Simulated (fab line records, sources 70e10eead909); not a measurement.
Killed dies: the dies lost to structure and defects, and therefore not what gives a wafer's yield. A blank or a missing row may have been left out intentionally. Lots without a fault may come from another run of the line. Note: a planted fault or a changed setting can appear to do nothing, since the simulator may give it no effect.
Problem report in the 8D (eight disciplines) form, filled by code / flow nand-harc / the parts of the form that need people (team, actions taken, sign-off) are left out

1. THE ISSUE
Wafers with no fault read 99.8 nm with a standard deviation of 0.64, whereas cd-nm at NHARC_A_CHANNEL_HOLE_D2_CD_MEAS_10 reads a mean of 105.7 nm on 1 wafer of 1 lot. Relative to the usual mean, that is a shift of +9.2 standard deviations.
The step: target cd 100 nm.
First observed at day 18 23:13: wafer L803.5, on cd-sem-03. At this step, 24 wafers from 8 lots have a number in the record. Rule for "out" (also "out of limits"): further than 4 standard deviations from the usual mean. The rest of the wafers with a number are treated as sound.

2. WHAT IT IS, AND WHAT IT ISN'T
question=which readings at this step | is=cd-nm | is not=-
question=which lots | is=L803 | is not=L791, L793, L796, L799, L809, L810, L811
question=which wafers of those lots | is=L803.5 | is not=L803.2, L803.4
question=read on which gauges | is=cd-sem-03 | is not=cd-sem-01, cd-sem-02
question=when | is=from day 18 23:13 | is not=up to then (14 sound wafers); but 9 sound wafers of L809, L810, L811 came after

3. SUSPECTS, AND WHAT RULES EACH OUT
Counting: a tool at a process step up to the reading stays a suspect if it ran every lot that is out. Sound lots after the first of them don't rule it out here, since some wafers of a struck lot are sound.
- the gauge at NHARC_A_CHANNEL_HOLE_D2_CD_MEAS_10: kept. All the wafers that are out were read on cd-sem-03, and no step on other tools shows them out.
- litho-track-04 at NHARC_A_CHANNEL_HOLE_D2_PEB_08 (peb time 65 s): kept. It ran the lot that is out, L803 (day 18 23:08); its last sound lot up to then is L799 (day 17 11:44).
Remaining after the count are litho-track-04 at NHARC_A_CHANNEL_HOLE_D2_PEB_08 and cd-sem-03 at NHARC_A_CHANNEL_HOLE_D2_CD_MEAS_10.

4. THE CAUSE (what the simulator had put in)
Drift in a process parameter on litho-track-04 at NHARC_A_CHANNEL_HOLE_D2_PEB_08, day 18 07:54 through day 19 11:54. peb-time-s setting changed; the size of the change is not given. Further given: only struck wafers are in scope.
Counting left 2 suspects, and this tool is among them.

5. THE CHAIN OF EFFECTS, in route order
Rows list readings where the struck wafers' mean (over those with a number) sits beyond 3 standard deviations from the usual. Only readings for which the record gives a usual standard deviation are gone through. hours: the time from each lot's start at the first step in this table that gives one to its start at this step, as a median over the lots. sigmas: the change in usual standard deviations.
hours=0; step=NHARC_A_CHANNEL_HOLE_D2_CD_MEAS_10; reading=cd-nm; usual=99.8 nm; on struck wafers=105.7; change=+5.9; sigmas=+9.2
hours=7; step=NHARC_A_CHANNEL_HOLE_D2_CD_MEAS_31; reading=cd-nm; usual=91.1 nm; on struck wafers=98.5; change=+7.4; sigmas=+4.1
hours=7; step=NHARC_A_CHANNEL_HOLE_D2_XSEM_32; reading=bot-cd-nm; usual=75.6 nm; on struck wafers=81.7; change=+6.1; sigmas=+3.2
hours=272; step=NHARC_END_WLT_00; reading=VT_DECK2_BOTTOM; usual=0.874; on struck wafers=0.898; change=+0.024; sigmas=+3.2
hours=272; step=NHARC_END_WLT_00; reading=VT_DECK2_BOTTOM_INNER; usual=0.874; on struck wafers=0.897; change=+0.023; sigmas=+3.3
hours=272; step=NHARC_END_WLT_00; reading=VT_DECK2_MIDDLE_INNER; usual=0.885; on struck wafers=0.906; change=+0.021; sigmas=+3.1
The process steps in it:
- NHARC_A_CHANNEL_HOLE_D2_XSEM_32

6. WHAT WOULD HAVE CAUGHT IT SOONER
In this record the first reading out of limits at a measuring or inspecting step was taken at day 18 23:13, 15 hours after the fault began at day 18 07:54.
By day 18 23:13, every lot that is out (1) had started NHARC_A_CHANNEL_HOLE_D2_PEB_08 on litho-track-04. Holding the tool at that point would not have protected any of them.
